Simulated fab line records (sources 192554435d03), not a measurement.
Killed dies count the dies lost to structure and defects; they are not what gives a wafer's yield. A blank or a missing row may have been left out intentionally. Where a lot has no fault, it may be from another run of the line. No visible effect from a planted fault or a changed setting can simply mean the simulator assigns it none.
Which tool was responsible? / flow n5-finfet / 11 lots, 29 wafers sampled, at 5 steps of a route of 1938

## WHAT EACH GAUGE READ, for each wafer
N5_BEOL_M4_RC_MEAS_101. Usual: DIBL_N 35.8 mV/V, standard deviation 1.5; DIBL_P 35.9 mV/V, standard deviation 1.8; IOFF_N 0.152 nA/um, standard deviation 0.025; IOFF_P 0.21 nA/um, standard deviation 0.031; ION_N 672 uA/um, standard deviation 11; ION_P 462 uA/um, standard deviation 7.4; SS_N 71.5 mV/dec, standard deviation 0.52; SS_P 73.2 mV/dec, standard deviation 0.54; VT_N 250 mV, standard deviation 3; VT_P -250 mV, standard deviation 3.3.
lot=L513; measured=day 8 04:01; on=prober-02; DIBL_N (mV/V)=37.7 35.8 35.6; DIBL_P (mV/V)=37.6 35.2 36.1; IOFF_N (nA/um)=0.168 0.146 0.145; IOFF_P (nA/um)=0.25 0.20 0.22; ION_N (uA/um)=681 669 672; ION_P (uA/um)=470 463 472; SS_N (mV/dec)=71.9 71.5 71.4; SS_P (mV/dec)=73.4 73.2 72.5; VT_N (mV)=250 250 251; VT_P (mV)=-247 -248 -248; flag=
lot=L520; measured=day 9 17:10; on=prober-02; DIBL_N (mV/V)=37.0 37.5 35.0; DIBL_P (mV/V)=36.6 37.7 33.7; IOFF_N (nA/um)=0.143 0.146 0.112; IOFF_P (nA/um)=0.19 0.19 0.14; ION_N (uA/um)=670 665 661; ION_P (uA/um)=459 453 450; SS_N (mV/dec)=71.6 71.9 71.4; SS_P (mV/dec)=73.8 74.1 72.9; VT_N (mV)=252 254 256; VT_P (mV)=-255 -255 -259; flag=
lot=L521; measured=day 9 23:46; on=prober-02; DIBL_N (mV/V)=34.6 36.3; DIBL_P (mV/V)=34.5 36.1; IOFF_N (nA/um)=0.115 0.146; IOFF_P (nA/um)=0.15 0.18; ION_N (uA/um)=652 669; ION_P (uA/um)=449 463; SS_N (mV/dec)=71.6 71.1; SS_P (mV/dec)=72.3 72.7; VT_N (mV)=256 252; VT_P (mV)=-255 -253; flag=
lot=L519; measured=day 10 03:01; on=prober-02; DIBL_N (mV/V)=36.8 37.5; DIBL_P (mV/V)=38.6 38.5; IOFF_N (nA/um)=0.155 0.170; IOFF_P (nA/um)=0.19 0.20; ION_N (uA/um)=678 676; ION_P (uA/um)=459 463; SS_N (mV/dec)=71.0 70.9; SS_P (mV/dec)=73.4 73.9; VT_N (mV)=252 251; VT_P (mV)=-252 -254; flag=
lot=L522; measured=day 10 14:59; on=prober-01; DIBL_N (mV/V)=35.9 36.2 35.8; DIBL_P (mV/V)=35.9 36.9 36.0; IOFF_N (nA/um)=0.158 0.169 0.161; IOFF_P (nA/um)=0.21 0.23 0.21; ION_N (uA/um)=673 684 685; ION_P (uA/um)=464 469 466; SS_N (mV/dec)=71.3 71.0 70.9; SS_P (mV/dec)=72.6 73.7 73.8; VT_N (mV)=248 248 248; VT_P (mV)=-245 -248 -251; flag=
lot=L524; measured=day 11 00:23; on=prober-02; DIBL_N (mV/V)=36.5 35.9; DIBL_P (mV/V)=35.2 34.6; IOFF_N (nA/um)=0.167 0.151; IOFF_P (nA/um)=0.21 0.20; ION_N (uA/um)=681 670; ION_P (uA/um)=466 462; SS_N (mV/dec)=72.1 70.9; SS_P (mV/dec)=72.9 73.4; VT_N (mV)=251 250; VT_P (mV)=-246 -248; flag=
lot=L527; measured=day 11 06:28; on=prober-01; DIBL_N (mV/V)=35.0 35.6 35.9; DIBL_P (mV/V)=34.8 35.4 36.6; IOFF_N (nA/um)=0.141 0.143 0.164; IOFF_P (nA/um)=0.19 0.20 0.22; ION_N (uA/um)=677 667 678; ION_P (uA/um)=463 464 466; SS_N (mV/dec)=71.7 71.7 71.9; SS_P (mV/dec)=72.9 73.0 73.7; VT_N (mV)=249 253 248; VT_P (mV)=-253 -251 -249; flag=
lot=L528; measured=day 11 21:38; on=prober-02; DIBL_N (mV/V)=35.2 38.9 35.4; DIBL_P (mV/V)=36.2 40.1 35.7; IOFF_N (nA/um)=0.142 0.205 0.134; IOFF_P (nA/um)=0.20 0.27 0.20; ION_N (uA/um)=675 687 658; ION_P (uA/um)=461 475 456; SS_N (mV/dec)=71.5 72.3 71.5; SS_P (mV/dec)=73.4 74.0 72.7; VT_N (mV)=250 245 250; VT_P (mV)=-252 -247 -251; flag=
lot=L534; measured=day 13 12:31; on=prober-02; DIBL_N (mV/V)=33.7 33.9 34.5; DIBL_P (mV/V)=34.6 34.2 34.7; IOFF_N (nA/um)=0.135 0.133 0.145; IOFF_P (nA/um)=0.20 0.19 0.20; ION_N (uA/um)=662 664 653; ION_P (uA/um)=465 455 455; SS_N (mV/dec)=71.3 71.8 71.4; SS_P (mV/dec)=72.6 73.0 73.2; VT_N (mV)=251 253 254; VT_P (mV)=-249 -251 -252; flag=
lot=L535; measured=day 13 15:20; on=prober-01; DIBL_N (mV/V)=36.0 35.9 35.4; DIBL_P (mV/V)=35.4 35.9 35.1; IOFF_N (nA/um)=0.146 0.154 0.144; IOFF_P (nA/um)=0.22 0.23 0.21; ION_N (uA/um)=676 678 693; ION_P (uA/um)=467 466 468; SS_N (mV/dec)=71.5 71.8 71.3; SS_P (mV/dec)=73.1 73.0 72.4; VT_N (mV)=251 246 251; VT_P (mV)=-249 -248 -248; flag=
lot=L536; measured=day 14 09:00; on=prober-02; DIBL_N (mV/V)=35.6 35.0; DIBL_P (mV/V)=35.7 34.9; IOFF_N (nA/um)=0.151 0.137; IOFF_P (nA/um)=0.21 0.19; ION_N (uA/um)=666 675; ION_P (uA/um)=465 472; SS_N (mV/dec)=71.9 71.3; SS_P (mV/dec)=73.4 72.8; VT_N (mV)=251 256; VT_P (mV)=-251 -253; flag=

## TOOL THAT RAN EACH LOT (tool first, then ch and the chambers of the sampled wafers, then the start)
lot=L513; N5_BEOL_M2_SPUTTER_81=pvd-sputter-03, day 6 15:59; N5_BEOL_M2_SPUTTER_86=pvd-sputter-03, day 6 16:12; N5_BEOL_M2_SPUTTER_88=pvd-sputter-03, day 6 16:25; N5_BEOL_M2_ANNEAL_91=pvd-sputter-03, day 6 16:43
lot=L520; N5_BEOL_M2_SPUTTER_81=pvd-sputter-02, day 8 19:47; N5_BEOL_M2_SPUTTER_86=pvd-sputter-02, day 8 20:00; N5_BEOL_M2_SPUTTER_88=pvd-sputter-02, day 8 20:13; N5_BEOL_M2_ANNEAL_91=pvd-sputter-02, day 8 20:31
lot=L521; N5_BEOL_M2_SPUTTER_81=pvd-sputter-01, day 9 02:06; N5_BEOL_M2_SPUTTER_86=pvd-sputter-01, day 9 02:19; N5_BEOL_M2_SPUTTER_88=pvd-sputter-01, day 9 02:32; N5_BEOL_M2_ANNEAL_91=pvd-sputter-01, day 9 02:50
lot=L519; N5_BEOL_M2_SPUTTER_81=pvd-sputter-02, day 9 02:16; N5_BEOL_M2_SPUTTER_86=pvd-sputter-02, day 9 02:29; N5_BEOL_M2_SPUTTER_88=pvd-sputter-02, day 9 02:42; N5_BEOL_M2_ANNEAL_91=pvd-sputter-02, day 9 03:02
lot=L522; N5_BEOL_M2_SPUTTER_81=pvd-sputter-02, day 9 08:36; N5_BEOL_M2_SPUTTER_86=pvd-sputter-02, day 9 08:49; N5_BEOL_M2_SPUTTER_88=pvd-sputter-02, day 9 09:02; N5_BEOL_M2_ANNEAL_91=pvd-sputter-02, day 9 09:20
lot=L524; N5_BEOL_M2_SPUTTER_81=pvd-sputter-01, day 9 13:04; N5_BEOL_M2_SPUTTER_86=pvd-sputter-01, day 9 13:17; N5_BEOL_M2_SPUTTER_88=pvd-sputter-01, day 9 13:30; N5_BEOL_M2_ANNEAL_91=pvd-sputter-01, day 9 13:48
lot=L527; N5_BEOL_M2_SPUTTER_81=pvd-sputter-01, day 10 04:19; N5_BEOL_M2_SPUTTER_86=pvd-sputter-01, day 10 04:32; N5_BEOL_M2_SPUTTER_88=pvd-sputter-01, day 10 04:45; N5_BEOL_M2_ANNEAL_91=pvd-sputter-01, day 10 05:03
lot=L528; N5_BEOL_M2_SPUTTER_81=pvd-sputter-02, day 10 11:13; N5_BEOL_M2_SPUTTER_86=pvd-sputter-02, day 10 11:26; N5_BEOL_M2_SPUTTER_88=pvd-sputter-02, day 10 11:39; N5_BEOL_M2_ANNEAL_91=pvd-sputter-02, day 10 11:57
lot=L534; N5_BEOL_M2_SPUTTER_81=pvd-sputter-03, day 12 11:03; N5_BEOL_M2_SPUTTER_86=pvd-sputter-03, day 12 14:26; N5_BEOL_M2_SPUTTER_88=pvd-sputter-03, day 12 14:40; N5_BEOL_M2_ANNEAL_91=pvd-sputter-03, day 12 14:58
lot=L535; N5_BEOL_M2_SPUTTER_81=pvd-sputter-03, day 12 16:19; N5_BEOL_M2_SPUTTER_86=pvd-sputter-03, day 12 16:32; N5_BEOL_M2_SPUTTER_88=pvd-sputter-03, day 12 16:46; N5_BEOL_M2_ANNEAL_91=pvd-sputter-03, day 12 17:04
lot=L536; N5_BEOL_M2_SPUTTER_81=pvd-sputter-02, day 13 01:43; N5_BEOL_M2_SPUTTER_86=pvd-sputter-02, day 13 01:56; N5_BEOL_M2_SPUTTER_88=pvd-sputter-02, day 13 02:09; N5_BEOL_M2_ANNEAL_91=pvd-sputter-02, day 13 02:27
- N5_BEOL_M2_SPUTTER_81: material Cu, target thk 4.5 nm, time 8.29 s.
- N5_BEOL_M2_SPUTTER_86: material Cu, target thk 4.5 nm, time 8.29 s.
- N5_BEOL_M2_SPUTTER_88: material Cu, target thk 4.5 nm, time 8.29 s.
- N5_BEOL_M2_ANNEAL_91: time 240 s.

## AS READ BY THE TOOLS THEMSELVES (means over the sampled wafers that have a number; for cases with no such wafer, the mark the record gives instead)
N5_BEOL_M2_SPUTTER_81. Usual: susceptor-temp-C -19.99 C, standard deviation 0.1; throttle-valve-pct 30.3 %, standard deviation 1.
lot=L513; tool=pvd-sputter-03; susceptor-temp-C (C)=-20.02; throttle-valve-pct (%)=29.8; flag=
lot=L520; tool=pvd-sputter-02; susceptor-temp-C (C)=-20.05; throttle-valve-pct (%)=31.3; flag=
lot=L521; tool=pvd-sputter-01; susceptor-temp-C (C)=-20.06; throttle-valve-pct (%)=29.8; flag=
lot=L519; tool=pvd-sputter-02; susceptor-temp-C (C)=-20.02; throttle-valve-pct (%)=30.1; flag=
lot=L522; tool=pvd-sputter-02; susceptor-temp-C (C)=-19.91; throttle-valve-pct (%)=30.9; flag=
lot=L524; tool=pvd-sputter-01; susceptor-temp-C (C)=-19.95; throttle-valve-pct (%)=31.3; flag=
lot=L527; tool=pvd-sputter-01; susceptor-temp-C (C)=-20.06; throttle-valve-pct (%)=29.7; flag=
lot=L528; tool=pvd-sputter-02; susceptor-temp-C (C)=-19.90; throttle-valve-pct (%)=30.1; flag=
lot=L534; tool=pvd-sputter-03; susceptor-temp-C (C)=-20.05; throttle-valve-pct (%)=29.8; flag=
lot=L535; tool=pvd-sputter-03; susceptor-temp-C (C)=-20.21; throttle-valve-pct (%)=29.8; flag=
lot=L536; tool=pvd-sputter-02; susceptor-temp-C (C)=-20.04; throttle-valve-pct (%)=30.9; flag=

N5_BEOL_M2_SPUTTER_86. Usual: susceptor-temp-C -19.99 C, standard deviation 0.092; throttle-valve-pct 30.3 %, standard deviation 1.
lot=L513; tool=pvd-sputter-03; susceptor-temp-C (C)=-19.95; throttle-valve-pct (%)=29.8; flag=
lot=L520; tool=pvd-sputter-02; susceptor-temp-C (C)=-20.02; throttle-valve-pct (%)=31.3; flag=
lot=L521; tool=pvd-sputter-01; susceptor-temp-C (C)=-20.00; throttle-valve-pct (%)=29.6; flag=
lot=L519; tool=pvd-sputter-02; susceptor-temp-C (C)=-20.09; throttle-valve-pct (%)=30.2; flag=
lot=L522; tool=pvd-sputter-02; susceptor-temp-C (C)=-20.02; throttle-valve-pct (%)=30.6; flag=
lot=L524; tool=pvd-sputter-01; susceptor-temp-C (C)=-20.05; throttle-valve-pct (%)=31.4; flag=
lot=L527; tool=pvd-sputter-01; susceptor-temp-C (C)=-20.06; throttle-valve-pct (%)=29.9; flag=
lot=L528; tool=pvd-sputter-02; susceptor-temp-C (C)=-20.02; throttle-valve-pct (%)=30.2; flag=
lot=L534; tool=pvd-sputter-03; susceptor-temp-C (C)=-20.04; throttle-valve-pct (%)=29.8; flag=
lot=L535; tool=pvd-sputter-03; susceptor-temp-C (C)=-19.91; throttle-valve-pct (%)=29.8; flag=
lot=L536; tool=pvd-sputter-02; susceptor-temp-C (C)=-20.04; throttle-valve-pct (%)=31.1; flag=

N5_BEOL_M2_SPUTTER_88. Usual: susceptor-temp-C -19.99 C, standard deviation 0.1; throttle-valve-pct 30.3 %, standard deviation 0.99.
lot=L513; tool=pvd-sputter-03; susceptor-temp-C (C)=-19.98; throttle-valve-pct (%)=29.7; flag=
lot=L520; tool=pvd-sputter-02; susceptor-temp-C (C)=-19.90; throttle-valve-pct (%)=31.4; flag=
lot=L521; tool=pvd-sputter-01; susceptor-temp-C (C)=-19.98; throttle-valve-pct (%)=29.8; flag=
lot=L519; tool=pvd-sputter-02; susceptor-temp-C (C)=-19.99; throttle-valve-pct (%)=30.3; flag=
lot=L522; tool=pvd-sputter-02; susceptor-temp-C (C)=-20.05; throttle-valve-pct (%)=30.8; flag=
lot=L524; tool=pvd-sputter-01; susceptor-temp-C (C)=-20.11; throttle-valve-pct (%)=31.5; flag=
lot=L527; tool=pvd-sputter-01; susceptor-temp-C (C)=-19.93; throttle-valve-pct (%)=29.8; flag=
lot=L528; tool=pvd-sputter-02; susceptor-temp-C (C)=-20.03; throttle-valve-pct (%)=30.0; flag=
lot=L534; tool=pvd-sputter-03; susceptor-temp-C (C)=-19.99; throttle-valve-pct (%)=29.9; flag=
lot=L535; tool=pvd-sputter-03; susceptor-temp-C (C)=-19.97; throttle-valve-pct (%)=29.8; flag=
lot=L536; tool=pvd-sputter-02; susceptor-temp-C (C)=-20.13; throttle-valve-pct (%)=30.9; flag=

N5_BEOL_M2_ANNEAL_91. Usual: heater-power-w 829 W, standard deviation 120; susceptor-temp-C 399.99 C, standard deviation 0.21; susceptor_temp_C_max 400.95, standard deviation 0.28.
lot=L513; tool=pvd-sputter-03; heater-power-w (W)=841; susceptor-temp-C (C)=400.17; susceptor_temp_C_max=401.00; flag=
lot=L520; tool=pvd-sputter-02; heater-power-w (W)=747; susceptor-temp-C (C)=400.19; susceptor_temp_C_max=401.08; flag=
lot=L521; tool=pvd-sputter-01; heater-power-w (W)=707; susceptor-temp-C (C)=399.89; susceptor_temp_C_max=401.05; flag=
lot=L519; tool=pvd-sputter-02; heater-power-w (W)=921; susceptor-temp-C (C)=400.22; susceptor_temp_C_max=401.16; flag=
lot=L522; tool=pvd-sputter-02; heater-power-w (W)=842; susceptor-temp-C (C)=400.04; susceptor_temp_C_max=400.99; flag=
lot=L524; tool=pvd-sputter-01; heater-power-w (W)=739; susceptor-temp-C (C)=400.06; susceptor_temp_C_max=401.03; flag=
lot=L527; tool=pvd-sputter-01; heater-power-w (W)=-; susceptor-temp-C (C)=-; susceptor_temp_C_max=-; flag=OFF
lot=L528; tool=pvd-sputter-02; heater-power-w (W)=-; susceptor-temp-C (C)=-; susceptor_temp_C_max=-; flag=OFF
lot=L534; tool=pvd-sputter-03; heater-power-w (W)=771; susceptor-temp-C (C)=399.89; susceptor_temp_C_max=400.69; flag=
lot=L535; tool=pvd-sputter-03; heater-power-w (W)=938; susceptor-temp-C (C)=399.96; susceptor_temp_C_max=401.15; flag=
lot=L536; tool=pvd-sputter-02; heater-power-w (W)=811; susceptor-temp-C (C)=400.04; susceptor_temp_C_max=400.90; flag=

## THE ANSWER, worked out from the rows above alone
Rule: a lot is off if the mean of its wafers that have a number lies more than 3 standard deviations from the usual mean. A lot without any number at a reading at which 4 lots or more have one is off too. Any other lot the step has rows for is counted as sound. The gauges are gone through in route order, then the tools' own readings, and for those a lot's mean is taken as printed above. The first step at which some lot is off is used, and at that step the reading that is off furthest; a lot without a number counts as furthest.
Off: L527, L528 (N5_BEOL_M2_ANNEAL_91, heater-power-w). Without a number there: L527, L528.
If a tool, at that step or one of the process steps before it, ran each lot that is off and ran no sound lot following the first of them, it fits. No candidate that was tried fits.

## WHAT WAS PUT IN BY THE SIMULATOR
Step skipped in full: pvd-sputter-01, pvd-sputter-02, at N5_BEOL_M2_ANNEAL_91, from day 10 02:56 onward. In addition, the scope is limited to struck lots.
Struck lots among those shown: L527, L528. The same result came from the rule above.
